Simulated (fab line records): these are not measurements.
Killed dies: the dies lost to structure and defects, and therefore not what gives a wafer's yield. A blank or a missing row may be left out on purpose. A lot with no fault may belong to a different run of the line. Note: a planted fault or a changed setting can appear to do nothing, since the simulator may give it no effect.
Chamber matching / flow nandHarc / NHARC_A_STAIRCASE_DEP_471 on pecvd-03: 3 sister chambers
The step deposits SiO2, target thk 100 nm. 6 wafers are shown with their chamber, then 10 later ones without.

## EACH WAFER AND ITS CHAMBER
wafer=L085.4; chamber=0; throttleValvePct (%)=15.8; heaterPowerW (W)=454
wafer=L088.2; chamber=0; throttleValvePct (%)=15.8; heaterPowerW (W)=440
wafer=L088.4; chamber=1; throttleValvePct (%)=16.6; heaterPowerW (W)=481
wafer=L088.5; chamber=2; throttleValvePct (%)=16.5; heaterPowerW (W)=362
wafer=L090.1; chamber=2; throttleValvePct (%)=16.9; heaterPowerW (W)=418
wafer=L090.3; chamber=1; throttleValvePct (%)=17.0; heaterPowerW (W)=529

## WAFERS MISSING THEIR CHAMBER
wafer=L090.6; throttleValvePct (%)=15.8; heaterPowerW (W)=438
wafer=L091.2; throttleValvePct (%)=16.1; heaterPowerW (W)=485
wafer=L091.3; throttleValvePct (%)=16.0; heaterPowerW (W)=475
wafer=L091.4; throttleValvePct (%)=16.7; heaterPowerW (W)=420
wafer=L094.2; throttleValvePct (%)=16.5; heaterPowerW (W)=432
wafer=L094.3; throttleValvePct (%)=16.8; heaterPowerW (W)=314
wafer=L094.4; throttleValvePct (%)=16.0; heaterPowerW (W)=441
wafer=L095.1; throttleValvePct (%)=16.0; heaterPowerW (W)=464
wafer=L095.2; throttleValvePct (%)=17.0; heaterPowerW (W)=513
wafer=L095.4; throttleValvePct (%)=17.2; heaterPowerW (W)=517

## CHAMBER TAKEN BY EACH
wafer=L090.6; from the rows above=0; in truth=0
wafer=L091.2; from the rows above=can't be placed: 0 or 1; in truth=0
wafer=L091.3; from the rows above=0; in truth=0
wafer=L091.4; from the rows above=can't be placed: 2 or 1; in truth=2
wafer=L094.2; from the rows above=can't be placed: 2 or 1 or 0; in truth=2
wafer=L094.3; from the rows above=2; in truth=2
wafer=L094.4; from the rows above=0; in truth=0
wafer=L095.1; from the rows above=0; in truth=0
wafer=L095.2; from the rows above=1; in truth=1
wafer=L095.4; from the rows above=1; in truth=1
Correctly placed: 7 of 10. From these rows, 3 cannot be placed; in 3 the true chamber is one of the candidates. Wrongly placed: 0.
How it was worked out, from the rows above alone: a wafer's distance from a chamber is the root of the sum, over the readings, of the square of ((its reading less the chamber's mean) divided by the reading's scatter). If the next closest chamber is less than 2 further off than the closest, the wafer can't be placed; otherwise it belongs to the closest. For every chamber, the mean is computed from those of its wafers that are shown. The scatter: take each reading less its chamber's mean, square it, sum over the shown wafers, divide by the number of wafers less the number of chambers, and take the root.
